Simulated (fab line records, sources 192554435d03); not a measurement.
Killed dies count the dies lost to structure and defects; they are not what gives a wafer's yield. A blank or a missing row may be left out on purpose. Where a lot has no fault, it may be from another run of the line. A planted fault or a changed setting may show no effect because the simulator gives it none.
fab line records	flow n5Finfet
[record] lots = 7	wafers = 20	lastDay = 17
route steps=1938 shown BEOL_M10@1494 PASSIVATION@1936
lots that met no fault: taken from a fault-free run of the same line
startH: start of the lot's first displayed wafer, in hours after the record's first day	waitH: hours from the lot's prior step to this one	" unchanged from the row above	L1.1+2: a row that stands for several wafers	- no value present, or no start provided	* or withheld: withheld	< > ~ a bound
route shown NAME@n: NAME is a module with steps in the file, n the number in the route of the first one	usual: mean/standard deviation of fault-free wafers	same: alike in all rows	chamber/n: place in a boat	sites: the reading at each site	_std_site: their standard deviation	_edge_site: outer sites' mean less inner sites'	radiusMm: for every site, how far away it sits from the centre of the wafer	mask NAME#n: copy n	behind: tool/chamber where the wafer was last shaped	hold: why the lot went on hold/how many hours it stayed there/how the hold came to an end	device: the n, p or np transistor that did not switch	end of line: the tests these same wafers got at the end of their route	step lacking rows: just its recipe	killed: the dies lost at the first sort to structure and to defects; this is not the yield of the wafer	map: per-die view of a wafer (x killed, . not killed, _ where there is no die)
set.NAME: the setting the step ran with; set.NAME@STEP: the setting that earlier step ran with	model.NAME: the simulator's own value behind a step, which no gauge read
lots at some steps of the route; a table a step, a row a wafer
services: when a tool's chamber went out of use (startH, in hours from the record's first day, below 0 if earlier), for how many hours, and the reason
[[steps]]
[step N5_BEOL_M10_COAT_63]
[recipe] resist = SOC	tempC = 250	timeS = 60	spinRpm = 1500	resistThkNm = 100
[step N5_BEOL_M10_COAT_64]
[recipe] resist = SiARC	tempC = 220	timeS = 60	spinRpm = 1500	resistThkNm = 30
[step N5_BEOL_M10_COAT_22]
[recipe] resist = CAR-ArF	spinRpm = 1500	resistThkNm = 90
[step N5_BEOL_M10_EBR_24]
[recipe] solvent = PGMEA	ebrWidthMm = 1.5
[step N5_BEOL_M10_SOFTBAKE_23]
[recipe] tempC = 110	timeS = 60	resist = CAR-ArF
[step N5_BEOL_M10_EXPOSE_25]
[recipe] maskId = V9	na = 1.35	sourceShape = annular	sigmaInner = 0.5	sigmaOuter = 0.8	polarization = unpolarized	doseMj = 85.5
[step N5_BEOL_M10_PEB_26]
[recipe] pebTempC = withheld	pebTimeS = 60	resist = CAR-ArF
[step N5_BEOL_M10_DEVELOP_27]
[recipe] developTimeS = 30	developer = TMAH	resist = CAR-ArF	rinseLiquid = diw	dry = airSpin	devTempC = 23
[step N5_BEOL_M10_CD_MEAS_28]
[recipe] targetCdNm = 70	landingEnergyEv = 500	detector = seInlens	polarity = opening
[usual] cdNm = 70.5/1.1
lot.wafer	tool	chamber	startH	waitH	cdNm
L659.2	cdSem-01	0	241.72	-	72.0
L659.3	"	0	"	"	69.9
L659.6	"	0	"	"	70.4
L665.1	cdSem-02	0	271.93	-	69.7
L665.3	"	0	"	"	71.6
L665.6	"	0	"	"	70.0
L667.2	cdSem-01	0	275.91	-	71.7
L667.3	"	0	"	"	69.7
L667.5	"	0	"	"	68.5
L666.1	cdSem-01	0	298.50	-	71.6
L666.3	"	0	"	"	70.7
L666.6	"	0	"	"	71.3
L669.1	cdSem-01	0	316.00	-	69.8
L669.4	"	0	"	"	70.7
L676.1	cdSem-02	0	346.66	-	70.4
L676.2	"	0	"	"	70.8
L676.4	"	0	"	"	71.8
L677.4	cdSem-03	0	354.34	-	70.9
L677.5	"	0	"	"	69.9
L677.6	"	0	"	"	70.8
[step N5_BEOL_M10_OVL_MEAS_29]
[recipe] pointsPerWafer = 44
[usual] V9_OVL = -0.3/0.69
lot.wafer	tool	chamber	startH	waitH	V9_OVL[nm]
L659.2	overlay-01	0	241.75	0.0	1.1
L659.3	"	0	"	"	-0.6
L659.6	"	0	"	"	0.0
L665.1	overlay-02	0	271.96	0.0	-0.6
L665.3	"	0	"	"	0.7
L665.6	"	0	"	"	0.0
L667.2	overlay-01	0	275.94	0.0	0.4
L667.3	"	0	"	"	-0.6
L667.5	"	0	"	"	-0.2
L666.1	overlay-01	0	298.53	0.0	-0.2
L666.3	"	0	"	"	-1.0
L666.6	"	0	"	"	0.2
L669.1	overlay-02	0	316.03	0.0	-1.5
L669.4	"	0	"	"	-0.9
L676.1	overlay-01	0	346.69	0.0	0.4
L676.2	"	0	"	"	0.0
L676.4	"	0	"	"	0.8
L677.4	overlay-01	0	354.37	0.0	-0.4
L677.5	"	0	"	"	-1.6
L677.6	"	0	"	"	0.0
[step N5_BEOL_M10_INSPECT_30]
[recipe] mode = adi	inspectInstrument = brightfield
[usual] rawDefectCount = 396/84
lot.wafer	tool	chamber	startH	waitH	rawDefectCount
L659.2	defectInspect-02	-	241.77	0.0	429
L659.3	"	-	"	"	296
L659.6	"	-	"	"	282
L665.1	defectInspect-01	-	271.98	0.0	258
L665.3	"	-	"	"	294
L665.6	"	-	"	"	341
L667.2	defectInspect-02	-	275.96	0.0	256
L667.3	"	-	"	"	405
L667.5	"	-	"	"	346
L666.1	defectInspect-01	-	298.55	0.0	381
L666.3	"	-	"	"	404
L666.6	"	-	"	"	343
L669.1	defectInspect-01	-	316.05	0.0	362
L669.4	"	-	"	"	360
L676.1	defectInspect-01	-	346.72	0.0	363
L676.2	"	-	"	"	330
L676.4	"	-	"	"	323
L677.4	defectInspect-01	-	354.39	0.0	362
L677.5	"	-	"	"	388
L677.6	"	-	"	"	492
[step N5_BEOL_M10_DESCUM_33]
[recipe] chemistry = O2	timeS = 7.9	sourcePowerW = 50	biasPowerW = 20	pressureMtorr = 20	rfFrequencyHz = 2.712e+07	tempC = 40	resist = CAR-ArF	o2FlowSccm = 225
[usual] drypumpMotorCurrentA = 5.8/0.43	oesProductAu = 0.82/0.052	rfFwdPowerW = 49.39/0.22	rfVppV = 242.8/1.3	showerheadPlenumPTorr = 2.06/0.061	throttleValvePct = 20.42/0.22
lot.wafer	tool	chamber	startH	waitH	drypumpMotorCurrentA	oesProductAu	rfFwdPowerW	rfHoursCounterH	rfVppV	showerheadPlenumPTorr	throttleValvePct
L659.2	rieDiel-03	0	241.81	0.0	5.4	0.88	49.52	38	244.2	2.04	20.44
L659.3	"	1	"	"	5.6	0.91	49.65	22	241.0	2.05	20.62
L659.6	"	3	"	"	5.2	0.68	49.51	-	241.1	1.98	20.62
L665.1	rieDiel-02	1	272.02	0.0	6.7	0.83	49.55	67	242.7	2.05	20.38
L665.3	"	0	"	"	5.7	0.87	49.70	43	243.7	2.14	20.36
L665.6	"	2	"	"	5.5	0.82	49.22	-	241.2	2.02	20.49
L667.2	rieDiel-02	0	276.00	0.0	5.6	0.88	49.60	44	243.7	2.14	20.37
L667.3	"	1	"	"	6.6	0.83	49.35	68	241.0	2.05	20.39
L667.5	"	2	"	"	5.5	0.82	49.35	-	242.9	2.02	20.51
L666.1	rieDiel-02	2	298.59	0.0	5.5	0.81	49.07	105	242.2	2.02	20.50
L666.3	"	0	"	"	5.6	0.87	49.73	51	243.5	2.13	20.38
L666.6	"	0	"	"	5.6	0.87	49.58	-	243.2	2.14	20.38
L669.1	rieDiel-02	2	316.09	0.0	5.5	0.81	49.37	110	242.6	2.02	20.52
L669.4	"	1	"	"	6.7	0.82	49.37	82	244.2	2.05	20.41
L676.1	rieDiel-04	1	346.88	0.2	5.8	0.79	49.00	112	241.3	2.02	20.38
L676.2	"	2	"	"	6.2	0.77	49.07	132	243.2	2.08	20.20
L676.4	"	3	"	"	6.4	0.87	49.41	46	244.4	2.12	20.30
L677.4	rieDiel-03	1	354.44	0.0	5.6	0.85	49.38	-	243.5	2.03	20.70
L677.5	"	2	"	"	5.7	0.81	49.56	-	242.5	2.00	20.30
L677.6	"	0	"	"	5.4	0.83	49.26	-	241.7	2.03	20.49
[step N5_BEOL_M10_ETCH_65]
[recipe] chemistry = CF4	target = SiARC	targetDepthA = 390	maskMaterial = CAR-ArF	timeS = 65	ionEnergyEv = 80	pressureMtorr = 40	sourceW = 545	biasW = 36	Ar_flow_sccm = 100	cf4FlowSccm = 100	ends = cleared
[usual] drypumpMotorCurrentA = 5.7/0.43	etchRfOnTimeS = 64.7/1.7	oesProductAu = 0.70/0.048	rfFwdPowerW = 538.4/2.2	rfVppV = 183.7/1.1	showerheadPlenumPTorr = 2.11/0.063	throttleValvePct = 15.58/0.18
lot.wafer	tool	chamber	startH	waitH	drypumpMotorCurrentA	etchRfOnTimeS	oesProductAu	rfFwdPowerW	rfHoursCounterH	rfVppV	showerheadPlenumPTorr	throttleValvePct
L659.2	rieDiel-03	0	241.84	0.0	5.4	66.1	0.76	539.1	38	184.1	2.10	15.64
L659.3	"	1	"	"	5.5	62.6	0.80	536.9	22	183.3	2.10	15.76
L659.6	"	3	"	"	5.2	67.4	0.57	540.6	-	182.6	2.04	15.86
L665.1	rieDiel-02	1	272.05	0.0	6.6	65.7	0.71	539.3	67	183.5	2.09	15.47
L665.3	"	0	"	"	5.6	68.4	0.73	539.2	43	184.2	2.16	15.37
L665.6	"	2	"	"	5.5	65.5	0.69	535.7	-	182.6	2.08	15.64
L667.2	rieDiel-02	0	276.03	0.0	5.6	67.0	0.74	539.3	44	184.3	2.16	15.36
L667.3	"	1	"	"	6.7	64.7	0.71	540.5	68	182.6	2.09	15.45
L667.5	"	2	"	"	5.5	44.1	0.87	530.9	-	184.4	2.08	15.65
L666.1	rieDiel-02	2	298.62	0.0	5.5	44.4	0.87	530.1	105	184.8	2.07	15.65
L666.3	"	0	"	"	5.6	66.8	0.74	539.7	51	184.5	2.16	15.38
L666.6	"	0	"	"	5.6	67.5	0.72	540.3	-	186.0	2.16	15.40
L669.1	rieDiel-02	2	316.12	0.0	5.5	43.8	0.87	533.7	110	182.8	2.07	15.67
L669.4	"	1	"	"	6.6	64.9	0.70	537.8	82	184.0	2.08	15.49
L676.1	rieDiel-04	1	346.91	0.0	5.8	66.2	0.67	538.1	112	181.7	2.07	15.50
L676.2	"	2	"	"	6.1	62.9	0.67	537.6	132	182.6	2.14	15.48
L676.4	"	3	"	"	6.4	65.0	0.74	540.6	46	185.2	2.18	15.53
L677.4	rieDiel-03	1	354.48	0.0	5.5	63.4	0.73	537.6	-	181.6	2.09	15.83
L677.5	"	2	"	"	5.7	65.5	0.67	540.7	-	183.4	2.07	15.59
L677.6	"	0	"	"	5.4	66.3	0.71	541.2	-	183.2	2.09	15.71
[step N5_BEOL_M10_ETCH_66]
[recipe] chemistry = N2/H2	target = SOC	targetDepthA = 1200	overetchA = 240	maskMaterial = SiARC	tempC = 40	timeS = 180	ionEnergyEv = 200	pressureMtorr = 30	sourceW = 840	biasW = 150	n2FlowSccm = 200	h2FlowSccm = 200
[usual] drypumpMotorCurrentA = 5.8/0.43	oesProductAu = 0.66/0.043	rfFwdPowerW = 837.2/2.7	rfVppV = 523.0/2.4	showerheadPlenumPTorr = 2.51/0.08	throttleValvePct = 17.84/0.17
lot.wafer	tool	chamber	startH	waitH	drypumpMotorCurrentA	oesProductAu	rfFwdPowerW	rfHoursCounterH	rfVppV	showerheadPlenumPTorr	throttleValvePct
L659.2	rieDiel-03	0	241.89	0.0	5.4	0.72	834.8	38	521.8	2.47	17.77
L659.3	"	1	"	"	5.5	0.73	838.8	22	523.0	2.49	17.99
L659.6	"	3	"	"	5.3	0.55	836.0	-	520.1	2.41	18.02
L665.1	rieDiel-02	1	272.10	0.0	6.7	0.67	841.3	67	522.3	2.47	17.64
L665.3	"	0	"	"	5.6	0.71	834.1	43	524.6	2.59	17.78
L665.6	"	2	"	"	5.5	0.65	832.1	-	522.1	2.46	17.95
L667.2	rieDiel-02	0	276.08	0.0	5.7	0.71	838.0	44	524.6	2.59	17.79
L667.3	"	1	"	"	6.6	0.67	834.3	68	520.8	2.47	17.63
L667.5	"	2	"	"	5.5	0.65	837.1	-	520.9	2.46	17.96
L666.1	rieDiel-02	2	298.67	0.0	5.5	0.65	839.1	105	520.6	2.45	18.00
L666.3	"	0	"	"	5.6	0.70	837.1	51	526.8	2.59	17.80
L666.6	"	0	"	"	5.6	0.70	837.4	-	524.3	2.59	17.80
L669.1	rieDiel-02	2	316.17	0.0	5.5	0.65	835.7	111	521.3	2.45	17.97
L669.4	"	1	"	"	6.7	0.66	842.6	82	522.9	2.46	17.65
L676.1	rieDiel-04	1	346.96	0.0	5.8	0.64	835.6	112	520.5	2.46	17.81
L676.2	"	2	"	"	6.2	0.61	836.6	132	524.7	2.54	17.62
L676.4	"	3	"	"	6.4	0.69	837.2	46	525.3	2.60	17.86
L677.4	rieDiel-03	1	354.57	0.1	5.6	0.69	836.1	-	523.1	2.48	18.07
L677.5	"	2	"	"	5.7	0.64	838.3	-	522.1	2.46	17.85
L677.6	"	0	"	"	5.4	0.68	839.1	-	522.3	2.46	17.84
[step N5_PASSIVATION_PROBE_49]
[usual] defectLimitedYield = 91.4/1.4	killed_at_M0_to_M3 = 32/10	killed_at_M4_up = 13/5.6	killedAtContacts = 13/6.6	killedAtFrontEnd = 39/13	killedAtOther = 3.4/2.8	killedDies = 101/17	killedOpen = 66/13	killedShort = 33/7	sort_bin_5_function = 5.0/0.93	sort_bin_6_memory = 3.2/0.65	sortNPass = 1078/17	sortYieldPct = 91.4/1.4
[same] grossDies = 1180	killedAtBackSide = 0	sort_bin_4_leakage[%] = 0	sort_bin_8_speed[%] = 0
lot.wafer	tool	chamber	startH	waitH	defectLimitedYield[%]	killed_at_M0_to_M3	killed_at_M4_up	killedAtContacts	killedAtFrontEnd	killedAtOther	killedDies	killedOpen	killedShort	sort_bin_5_function[%]	sort_bin_6_memory[%]	sortNPass	sortYieldPct[%]
L659.2	prober-02	-	292.79	0.1	93.7	25	12	10	19	8	74	50	24	3.9	2.2	1106	93.7
L659.3	prober-02	-	292.84	0.1	90.8	34	14	22	28	11	109	61	48	4.4	4.2	1071	90.8
L659.6	prober-02	-	292.99	0.3	91.7	47	13	5	30	3	98	63	34	5.0	2.9	1082	91.7
// killed by level:class
L659.2 MOL_CONTACT_COAG:geometricParticle:open=9 BEOL_M0_SAQP:geometricParticle:short=9 FIN_SAQP:geometricParticle:short=6 BEOL_M3:geometricParticle:open=6 BEOL_M0_SAQP:geometricParticle:open=5 MIM_TOP_ETCH:geometricParticle:open=5 BEOL_M4:geometricParticle:open=4 FIN_SAQP:geometricParticle:open=3
L659.3 MOL_CONTACT_COAG:geometricParticle:open=18 BEOL_M0_SAQP:geometricParticle:short=11 FIN_SAQP:geometricParticle:short=7 BEOL_M0_SAQP:geometricParticle:open=7 BEOL_M2:geometricParticle:open=5 BEOL_M3:geometricParticle:open=5 PASS1_DEP:geometricParticle:short=5 STARTING-WAFER:geometricParticle:short=5
L659.6 BEOL_M2:geometricParticle:open=15 BEOL_M0_SAQP:geometricParticle:short=11 FIN_SAQP:geometricParticle:open=7 BEOL_M0_SAQP:geometricParticle:open=6 BEOL_M3:geometricParticle:open=6 FIN_SAQP:geometricParticle:short=5 STI_FIN_REVEAL:geometricParticle:open=5 BEOL_M4:geometricParticle:open=5
[[services]]
tool	chamber	startH	hours	kind
rieDiel-04	0	259.93	44.6	repair
rieDiel-03	1	300.65	1.3	repair
rieDiel-04	0	315.19	1.6	repair
rieDiel-02	-	322.39	0.2	repair
rieDiel-03	3	345.01	-	clean
rieDiel-03	3	345.01	-	consumableReplace:focusRing
rieDiel-03	3	345.01	-	consumableReplace:showerhead
rieDiel-03	3	345.01	15.3	scheduledDown
rieDiel-03	3	345.01	15.3	ventCycle
rieDiel-03	2	351.86	1.3	repair
rieDiel-02	1	352.68	16.7	repair
[[key]]
[firstSign] step = N5_BEOL_M10_ETCH_65	reading = etchRfOnTimeS	direction = down	sigmas = 12	usual = *	struck = *
[effect] step = N5_BEOL_M10_ETCH_65	reading = oesProductAu	direction = up	sigmas = 3.5	usual = 0.70	struck = 0.87
metAt N5_BEOL_M10_ETCH_65
struckWafers L666.1,L667.5,L669.1
onsetBetween 272.05 276.03
[fault] kind = processParameterDrift	tool = rieDiel-02	chamber = -	onsetH = 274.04	steps = N5_BEOL_M10_ETCH_65	channel = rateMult	offset = 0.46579	shape = step	endH = 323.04	scope = struckWafersOnly
